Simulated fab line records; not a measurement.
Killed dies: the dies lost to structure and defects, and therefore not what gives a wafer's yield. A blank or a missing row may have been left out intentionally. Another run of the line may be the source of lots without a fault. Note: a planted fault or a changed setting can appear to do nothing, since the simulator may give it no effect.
Which of the tools did it? ; flow nand harc ; 12 lots (36 wafers sampled), 1 step of a 1302-step route

== WHAT THE GAUGES SHOWED, per wafer ==
NHARC_A_M0_INSPECT_11.
lot;measured;on;raw defect count
L077;day 23 18:26;defect inspect-01;98 93 89
L075;day 23 21:59;defect inspect-01;69 65 56
L079;day 25 06:18;defect inspect-02;110 122 109
L081;day 25 21:18;defect inspect-01;74 54 83
L086;day 27 05:03;defect inspect-02;71 107 85
L084;day 27 07:30;defect inspect-01;72 81 63
L089;day 28 13:17;defect inspect-02;104 112 102
L087;day 28 19:29;defect inspect-02;104 106 115
L090;day 30 08:37;defect inspect-02;105 86 101
L092;day 30 23:34;defect inspect-01;25 22 21
L095;day 31 18:57;defect inspect-02;38 40 53
L097;day 32 12:37;defect inspect-01;47 45 48

== WHAT TOOL EACH LOT RAN ON (gives the tool, then ch and the chambers of the sampled wafers, and finally the start) ==
There is no process step in the record ahead of these readings.

== THE ANSWER, worked out from the rows above alone ==
Rule: the lots themselves supply what counts as usual. Put in order of their means at a reading, lots are off if they are a third of the lots or fewer, leave a main group of 4 or more, and stand apart from it by a gap of 3 or more times the standard deviation of the main group's means; of several such gaps the widest counts. If all means in a main group match to the digits the tables above print for the reading, that group is not used. A lot without any number at a reading at which 4 lots or more have one is off too. The other lots that the step has rows for count as sound.
No lot is off on any of the readings shown, so nothing can be concluded from this.

== WHAT THE SIMULATOR HAD PUT IN ==
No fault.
